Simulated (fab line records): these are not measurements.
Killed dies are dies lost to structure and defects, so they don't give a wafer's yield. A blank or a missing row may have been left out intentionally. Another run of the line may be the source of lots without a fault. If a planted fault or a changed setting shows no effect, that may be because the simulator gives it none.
fab line records ; flow nandHarc
record: lots: 6; wafers: 18; lastDay: 24
route steps=1159 shown A_CONTACT@938
lots that met no fault: taken from a fault-free run of the same line
startH: hours from the record's first day to the start of the lot's first wafer shown ; waitH: time in hours since the lot's previous step ; " same as the row above ; L1.1+2: a single row standing in for several wafers ; - no value, or no start was given ; * or withheld: withheld ; < > ~ a bound
route shown NAME@n: names a module that has steps shown in the file, with the first one's number in the route ; usual: mean and standard deviation over wafers with no fault ; same: alike in all rows ; chamber/n: place in a boat ; sites: the reading at each site ; _std_site: standard deviation across them ; _edge_site: inner sites' mean taken away from outer sites' mean ; radiusMm: how far each site lies from the wafer's centre ; mask NAME#n: copy n ; behind: the last tool/chamber to shape the wafer ; hold: why the lot went on hold/how many hours it stayed there/how the hold came to an end ; device: which transistor (n, p or np) failed to switch ; end of line: at the end of the route, the tests of the same wafers ; a step given without rows: its recipe and nothing more ; killed: count of dies lost to structure and defects at first sort (not the wafer's yield) ; map: a wafer's dies, x killed, . not, _ none there
set.NAME: the setting that was run; set.NAME@STEP: the one run at that earlier step ; model.NAME: the simulator's own value behind a step, which no gauge read
certain route steps with their lots: each step a table, each wafer a row
services: when a tool's chamber went out of use (startH, in hours from the record's first day, below 0 if earlier), for how many hours, and the reason
== steps ==
step: NHARC_A_CONTACT_DESCUM_13
recipe: timeS: 3; o2FlowSccm: 200; arFlowSccm: 0; biasPowerW: 0; chemistry: O2
usual: drypumpMotorCurrentA: 5.6/0.31; oesProductAu: 1.000/0.0066; rfVppV: 57.6/0.98; showerheadPlenumPTorr: 1.91/0.068; throttleValvePct: 11.312/0.0089
lot.wafer;tool;chamber;startH;waitH;drypumpMotorCurrentA;oesProductAu;rfHoursCounterH;rfVppV;showerheadPlenumPTorr;throttleValvePct
L397.4;rieDiel-04;3;388.29;0.1;5.8;1.000;32;57.1;1.96;11.309
L397.3;rieDiel-04;0;388.29;0.1;5.4;0.994;32;56.2;1.85;11.326
L397.1;rieDiel-04;1;388.29;0.1;5.5;1.003;32;56.1;2.05;11.309
L409.1;rieDiel-12;0;449.25;0.1;5.5;1.012;11;57.9;2.00;11.286
L409.4;rieDiel-12;1;449.25;0.1;5.8;1.000;11;56.9;1.89;11.319
L409.3;rieDiel-12;2;449.25;0.1;5.9;0.995;11;57.8;1.83;11.291
L407.3;rieDiel-02;2;452.07;0.1;6.2;1.000;44;59.1;1.99;11.302
L407.1;rieDiel-02;1;452.07;0.1;5.8;0.995;46;55.9;1.88;11.307
L407.6;rieDiel-02;2;452.07;0.1;6.2;0.979;-;58.2;1.99;11.316
L408.2;rieDiel-12;0;458.41;0.1;5.5;1.002;13;58.2;2.00;11.307
L408.3;rieDiel-12;1;458.41;0.1;5.8;1.003;13;58.1;1.89;11.320
L408.5;rieDiel-12;1;458.41;0.1;5.8;1.010;-;57.9;1.89;11.304
L412.2;rieDiel-02;3;466.51;0.1;4.9;1.004;45;56.7;1.88;11.317
L412.1;rieDiel-02;0;466.51;0.1;5.6;0.997;55;56.1;2.00;11.321
L412.5;rieDiel-02;2;466.51;0.1;6.2;0.984;-;57.3;1.98;11.308
L417.2;rieDiel-12;3;507.07;0.1;5.5;1.013;20;55.9;1.83;11.328
L417.3;rieDiel-12;1;507.07;0.1;5.8;1.003;21;58.0;1.89;11.304
L417.6;rieDiel-12;2;507.07;0.1;5.9;0.998;-;57.0;1.83;11.318
step: NHARC_A_CONTACT_ETCH_88
recipe: targetDepthA: 390; overEtchFrac: 0.3; timeS: 65; ionEnergyEv: 80; cf4FlowSccm: 150; arFlowSccm: 0; rfW: 300; biasW: 100; chemistry: CF4
usual: drypumpMotorCurrentA: 5.6/0.31; oesProductAu: 1.000/0.0071; rfVppV: 151.3/1.1; showerheadPlenumPTorr: 1.77/0.06; throttleValvePct: 13.284/0.0083
lot.wafer;tool;chamber;startH;waitH;drypumpMotorCurrentA;oesProductAu;rfHoursCounterH;rfVppV;showerheadPlenumPTorr;throttleValvePct
L397.1;rieDiel-04;0;388.37;0.1;5.4;0.991;32;151.5;1.71;13.285
L397.4;rieDiel-04;1;388.37;0.1;5.6;0.996;32;152.9;1.88;13.277
L397.3;rieDiel-04;2;388.37;0.1;5.1;1.008;34;150.9;1.77;13.287
L409.3;rieDiel-12;2;449.34;0.1;5.9;1.003;11;150.5;1.70;13.301
L409.1;rieDiel-12;0;449.34;0.1;5.5;1.006;11;152.0;1.84;13.281
L409.4;rieDiel-12;1;449.34;0.1;5.7;1.010;11;150.4;1.75;13.267
L407.1;rieDiel-02;1;452.15;0.1;5.8;0.987;46;149.1;1.74;13.285
L407.3;rieDiel-02;0;452.15;0.1;5.7;0.993;47;152.3;1.85;13.289
L407.6;rieDiel-02;1;452.15;0.1;5.8;1.000;-;151.1;1.74;13.280
L408.2;rieDiel-12;2;458.53;0.1;5.9;0.996;13;150.5;1.70;13.283
L408.3;rieDiel-12;3;458.53;0.1;5.5;1.001;13;150.3;1.70;13.289
L408.5;rieDiel-12;0;458.53;0.1;5.5;0.998;-;152.2;1.84;13.288
L412.1;rieDiel-02;1;466.60;0.1;5.8;0.990;53;150.3;1.73;13.286
L412.2;rieDiel-02;2;466.60;0.1;6.2;0.999;50;152.5;1.83;13.295
L412.5;rieDiel-02;0;466.60;0.1;5.6;0.999;-;152.6;1.84;13.278
L417.3;rieDiel-12;3;507.15;0.1;5.4;1.001;20;151.9;1.70;13.279
L417.2;rieDiel-12;2;507.15;0.1;5.8;1.002;20;150.5;1.70;13.284
L417.6;rieDiel-12;0;507.15;0.1;5.5;1.003;-;153.1;1.84;13.282
step: NHARC_A_CONTACT_ETCH_89
recipe: targetDepthA: 2600; overEtchFrac: 0.3; timeS: 475.3; ionEnergyEv: 200; n2FlowSccm: 150; h2FlowSccm: 150; arFlowSccm: 0; rfW: 400; biasW: 150; chemistry: N2/H2
usual: drypumpMotorCurrentA: 5.6/0.31; oesProductAu: 0.999/0.0085; rfVppV: 430.8/2.2; showerheadPlenumPTorr: 2.04/0.076; throttleValvePct: 14.172/0.0091
lot.wafer;tool;chamber;startH;waitH;drypumpMotorCurrentA;oesProductAu;rfHoursCounterH;rfVppV;showerheadPlenumPTorr;throttleValvePct
L397.4;rieDiel-04;1;-;-;5.6;0.998;32;434.8;2.19;14.167
L397.1;rieDiel-04;2;-;-;5.1;1.004;34;430.0;2.04;14.167
L397.3;rieDiel-04;0;-;-;5.4;0.984;32;428.1;1.97;14.161
L409.3;rieDiel-12;0;-;-;5.5;0.996;11;432.8;2.13;14.172
L409.4;rieDiel-12;1;-;-;5.8;1.007;11;430.7;2.02;14.187
L409.1;rieDiel-12;3;-;-;5.4;0.999;11;428.7;1.96;14.180
L407.1;rieDiel-02;1;-;-;5.8;0.996;46;429.0;2.00;14.175
L407.3;rieDiel-02;2;-;-;6.2;0.996;44;432.3;2.12;14.167
L407.6;rieDiel-02;3;-;-;4.9;1.015;-;430.3;2.00;14.168
L408.3;rieDiel-12;3;-;-;5.4;0.998;13;427.5;1.96;14.184
L408.2;rieDiel-12;1;-;-;5.8;0.999;13;429.0;2.01;14.169
L408.5;rieDiel-12;2;-;-;5.9;1.001;-;428.5;1.95;14.175
L412.1;rieDiel-02;2;-;-;6.3;0.993;51;432.9;2.12;14.171
L412.2;rieDiel-02;0;-;-;5.7;0.998;55;433.5;2.14;14.187
L412.5;rieDiel-02;2;-;-;6.2;0.995;-;432.1;2.12;14.186
L417.2;rieDiel-12;1;-;-;5.8;1.010;21;429.4;2.01;14.183
L417.3;rieDiel-12;2;-;-;5.9;1.004;20;426.2;1.95;14.187
L417.6;rieDiel-12;1;-;-;5.8;1.006;-;429.6;2.01;14.159
step: NHARC_A_CONTACT_ETCH_30
recipe: targetDepthA: 605; timeS: 30.2; cf4FlowSccm: 100; chf3FlowSccm: 30; arFlowSccm: 0; rfW: 500; biasW: 200; chemistry: CF4/CHF3
step: NHARC_A_CONTACT_ETCH_31
recipe: targetDepthA: 20000; overEtchFrac: 0.3; timeS: 520; ionEnergyEv: 150; o2FlowSccm: 400; cosFlowSccm: 20; arFlowSccm: 0; rfW: 500; biasW: 300; chemistry: O2/COS
usual: drypumpMotorCurrentA: 5.6/0.31; oesProductAu: 0.999/0.007; rfVppV: 314.1/1.7; showerheadPlenumPTorr: 3.12/0.11; throttleValvePct: 28.330/0.0088
lot.wafer;tool;chamber;startH;waitH;drypumpMotorCurrentA;oesProductAu;rfHoursCounterH;rfVppV;showerheadPlenumPTorr;throttleValvePct
L397.4;rieDiel-04;1;-;-;5.6;0.996;32;315.3;3.33;28.327
L397.3;rieDiel-04;2;-;-;5.1;1.000;34;314.8;3.12;28.326
L397.1;rieDiel-04;3;-;-;5.8;0.997;33;314.7;3.20;28.310
L409.3;rieDiel-12;2;-;-;5.8;0.995;11;313.5;3.00;28.330
L409.4;rieDiel-12;3;-;-;5.4;1.005;11;312.0;3.01;28.308
L409.1;rieDiel-12;0;-;-;5.5;1.003;11;316.6;3.25;28.318
L407.3;rieDiel-02;0;-;-;5.6;0.986;50;316.2;3.26;28.328
L407.1;rieDiel-02;3;-;-;4.9;1.003;40;314.5;3.07;28.325
L407.6;rieDiel-02;0;-;-;5.7;0.992;-;316.2;3.26;28.322
L408.3;rieDiel-12;2;-;-;5.9;1.003;14;312.5;3.00;28.352
L408.2;rieDiel-12;3;-;-;5.4;1.004;13;312.3;3.00;28.332
L408.5;rieDiel-12;1;-;-;5.8;1.004;-;314.5;3.09;28.340
L412.1;rieDiel-02;3;-;-;5.0;1.009;45;312.4;3.06;28.335
L412.2;rieDiel-02;0;-;-;5.6;0.996;55;316.4;3.26;28.323
L412.5;rieDiel-02;0;-;-;5.6;0.982;-;315.2;3.26;28.326
L417.2;rieDiel-12;0;-;-;5.5;0.997;21;315.8;3.25;28.335
L417.3;rieDiel-12;1;-;-;5.8;1.007;21;312.7;3.08;28.330
L417.6;rieDiel-12;0;-;-;5.5;0.996;-;315.7;3.25;28.323
step: NHARC_A_CONTACT_ETCH_134
recipe: sourceW: withheld; pressureMtorr: 20; biasV: withheld; timeS: 140; targetDepthA: 7000; arFlowSccm: withheld; c4f8FlowSccm: withheld; o2FlowSccm: withheld; chemistry: C4F8/O2/Ar
step: NHARC_A_CONTACT_ETCH_135
recipe: sourceW: withheld; pressureMtorr: 20; biasV: 3000; timeS: 132; targetDepthA: 12870; arFlowSccm: withheld; c4f8FlowSccm: withheld; o2FlowSccm: withheld; chemistry: C4F8/O2/Ar
step: NHARC_A_CONTACT_ETCH_136
recipe: sourceW: withheld; pressureMtorr: 20; biasV: 3000; timeS: 132; targetDepthA: 12870; arFlowSccm: withheld; c4f8FlowSccm: withheld; o2FlowSccm: withheld; chemistry: C4F8/O2/Ar
step: NHARC_A_CONTACT_ETCH_137
recipe: sourceW: withheld; pressureMtorr: 20; biasV: 3000; timeS: 132; targetDepthA: 12870; arFlowSccm: withheld; c4f8FlowSccm: withheld; o2FlowSccm: withheld; chemistry: C4F8/O2/Ar
lot.wafer;tool;chamber;startH;waitH;rfHoursCounterH
L397.1;harCapEtch-02;0;389.88;0.1;13
L397.4;harCapEtch-02;1;389.88;0.1;-
L397.3;harCapEtch-02;0;389.88;0.1;-
L409.1;harCapEtch-01;1;450.71;0.1;70
L409.3;harCapEtch-01;0;450.71;0.1;-
L409.4;harCapEtch-01;1;450.71;0.1;-
L407.1;harCapEtch-01;1;455.03;0.1;71
L407.3;harCapEtch-01;1;455.03;0.1;-
L407.6;harCapEtch-01;1;455.03;0.1;-
L408.2;harCapEtch-03;0;459.90;0.1;96
L408.3;harCapEtch-03;0;459.90;0.1;-
L408.5;harCapEtch-03;0;459.90;0.1;-
L412.1;harCapEtch-02;1;468.10;0.1;28
L412.2;harCapEtch-02;0;468.10;0.1;28
L412.5;harCapEtch-02;0;468.10;0.1;-
L417.2;harCapEtch-02;1;508.53;0.1;34
L417.3;harCapEtch-02;1;508.53;0.1;-
L417.6;harCapEtch-02;1;508.53;0.1;-
step: NHARC_A_CONTACT_ETCH_138
recipe: sourceW: withheld; pressureMtorr: 20; biasV: 3000; timeS: 132; targetDepthA: 12890; arFlowSccm: withheld; c4f8FlowSccm: withheld; o2FlowSccm: withheld; chemistry: C4F8/O2/Ar
step: NHARC_A_CONTACT_ETCH_139
recipe: sourceW: withheld; pressureMtorr: 20; biasV: 400; timeS: 137; targetDepthA: 5900; arFlowSccm: withheld; c4f8FlowSccm: 11.5; o2FlowSccm: 7.2; chemistry: C4F8/O2/Ar
step: NHARC_A_CONTACT_ETCH_92
recipe: targetDepthA: 400; overEtchFrac: 0.5; timeS: 85.7; ionEnergyEv: 120; ch3fFlowSccm: 50; o2FlowSccm: 30; arFlowSccm: 200; rfW: 500; biasW: 100; chemistry: CH3F/O2
step: NHARC_A_CONTACT_ETCH_98
recipe: targetDepthA: 200; overEtchFrac: 0.5; timeS: 10; ionEnergyEv: 250; c4f6FlowSccm: 25; o2FlowSccm: 20; arFlowSccm: 500; rfW: 600; biasW: 500; chemistry: C4F6/O2
usual: drypumpMotorCurrentA: 5.6/0.31; oesProductAu: 0.959/0.024; rfVppV: 546.8/2.9; showerheadPlenumPTorr: 3.92/0.13; throttleValvePct: 26.905/0.0091
lot.wafer;tool;chamber;startH;waitH;drypumpMotorCurrentA;oesProductAu;rfHoursCounterH;rfVppV;showerheadPlenumPTorr;throttleValvePct
L397.3;rieDiel-12;3;390.66;-;5.4;1.004;0;543.2;3.79;26.923
L397.4;rieDiel-12;0;390.66;-;5.5;1.007;0;551.5;4.09;26.895
L397.1;rieDiel-12;2;390.66;-;5.9;0.986;0;543.9;3.78;26.914
L409.3;rieDiel-12;2;451.47;-;5.9;0.715;12;544.2;3.78;26.916
L409.1;rieDiel-12;3;451.47;-;5.4;0.728;11;544.7;3.78;26.906
L409.4;rieDiel-12;0;451.47;-;5.5;0.730;11;549.9;4.08;26.909
L407.3;rieDiel-04;2;455.83;-;5.1;0.958;61;547.1;3.91;26.902
L407.1;rieDiel-04;3;455.83;-;5.8;0.941;57;547.4;4.00;26.914
L407.6;rieDiel-04;2;455.83;-;5.1;0.954;-;545.8;3.91;26.914
L408.2;rieDiel-12;3;460.66;-;5.5;0.726;14;543.7;3.78;26.909
L408.3;rieDiel-12;0;460.66;-;5.5;0.710;13;550.0;4.08;26.897
L408.5;rieDiel-12;2;460.66;-;5.9;0.723;-;544.6;3.78;26.904
L412.1;rieDiel-02;1;469.04;-;5.8;0.951;54;546.2;3.85;26.912
L412.2;rieDiel-02;3;469.04;-;4.9;0.946;46;545.4;3.85;26.914
L412.5;rieDiel-02;2;469.04;-;6.2;0.951;-;548.6;4.05;26.901
L417.2;rieDiel-04;1;509.34;-;5.6;0.991;10;551.3;4.14;26.917
L417.3;rieDiel-04;3;509.34;-;5.8;0.996;12;547.5;3.99;26.906
L417.6;rieDiel-04;2;509.34;-;5.1;1.005;-;546.6;3.90;26.886
step: NHARC_A_CONTACT_CD_MEAS_15
usual: cdNm: 90.0/0.42
lot.wafer;tool;chamber;startH;waitH;cdNm
L397.1;cdSem-03;-;390.74;-;90.7
L397.3;cdSem-03;-;390.74;-;91.0
L397.4;cdSem-03;-;390.74;-;90.8
L409.1;cdSem-02;-;451.55;-;90.4
L409.3;cdSem-02;-;451.55;-;89.8
L409.4;cdSem-02;-;451.55;-;90.0
L407.1;cdSem-01;-;455.91;-;90.1
L407.3;cdSem-01;-;455.91;-;89.7
L407.6;cdSem-01;-;455.91;-;89.8
L408.2;cdSem-02;-;460.74;-;90.4
L408.3;cdSem-02;-;460.74;-;90.3
L408.5;cdSem-02;-;460.74;-;90.2
L412.1;cdSem-01;-;469.12;-;90.3
L412.2;cdSem-01;-;469.12;-;90.3
L412.5;cdSem-01;-;469.12;-;90.7
L417.2;cdSem-02;-;509.43;-;90.5
L417.3;cdSem-02;-;509.43;-;90.8
L417.6;cdSem-02;-;509.43;-;90.4
== services ==
tool;chamber;startH;hours;kind
rieDiel-02;3;366.58;10.0;repair
rieDiel-12;-;379.56;9.0;pm
rieDiel-12;0;379.56;9.0;ventCycle
rieDiel-12;1;379.56;9.0;ventCycle
rieDiel-12;2;379.56;9.0;ventCycle
rieDiel-12;3;379.56;9.0;ventCycle
harCapEtch-01;-;381.60;1.5;repair
rieDiel-12;0;388.56;-;clean
rieDiel-12;1;388.56;-;clean
rieDiel-12;2;388.56;-;clean
rieDiel-12;3;388.56;-;clean
rieDiel-12;0;413.11;-;clean
rieDiel-12;1;413.11;-;clean
rieDiel-02;3;445.76;3.6;repair
harCapEtch-03;-;451.41;0.4;repair
harCapEtch-01;-;459.29;2.5;repair
rieDiel-04;1;463.98;8.4;repair
rieDiel-04;-;466.09;9.0;pm
rieDiel-02;-;491.24;0.7;repair
harCapEtch-03;-;492.75;0.6;repair
rieDiel-12;2;493.22;6.1;repair
rieDiel-12;3;493.55;2.2;repair
rieDiel-02;3;495.51;2.1;repair
rieDiel-02;-;505.39;9.0;pm
== key ==
firstSign: step: NHARC_A_CONTACT_ETCH_98; reading: oesProductAu; direction: down; sigmas: 9.9; usual: 0.959; struck: 0.722
effect none on later readings
metAt NHARC_A_CONTACT_ETCH_98
struckWafers L408.2,L408.3,L408.5,L409.1,L409.3,L409.4
laterRowsLeftOut L408.2,L408.3,L408.5,L409.1,L409.3,L409.4
sortLeftOut L408.2,L408.3,L408.5,L409.1,L409.3,L409.4
testerLeftOut L408,L409
onsetBetween 390.66 451.47
fault: kind: processParameterDrift; tool: rieDiel-12; chamber: -; onsetH: 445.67; steps: NHARC_A_CONTACT_ETCH_98; channel: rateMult; offset: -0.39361; shape: step; endH: 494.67
testerLeftOut: of these lots the tester's yield and bins aren't shown, on N5 and GAA mostly nor the transistor test; their killed dies are dies lost to structure and defects alone, not to doping, threshold or leakage, so they don't give the yield
sortLeftOut: the simulated sort isn't trusted on such a fault, so these wafers' sort isn't shown, and their yield isn't known
laterRowsLeftOut: the simulator's readings of these wafers behind a module that went badly wrong aren't trusted and aren't shown, but for the sort
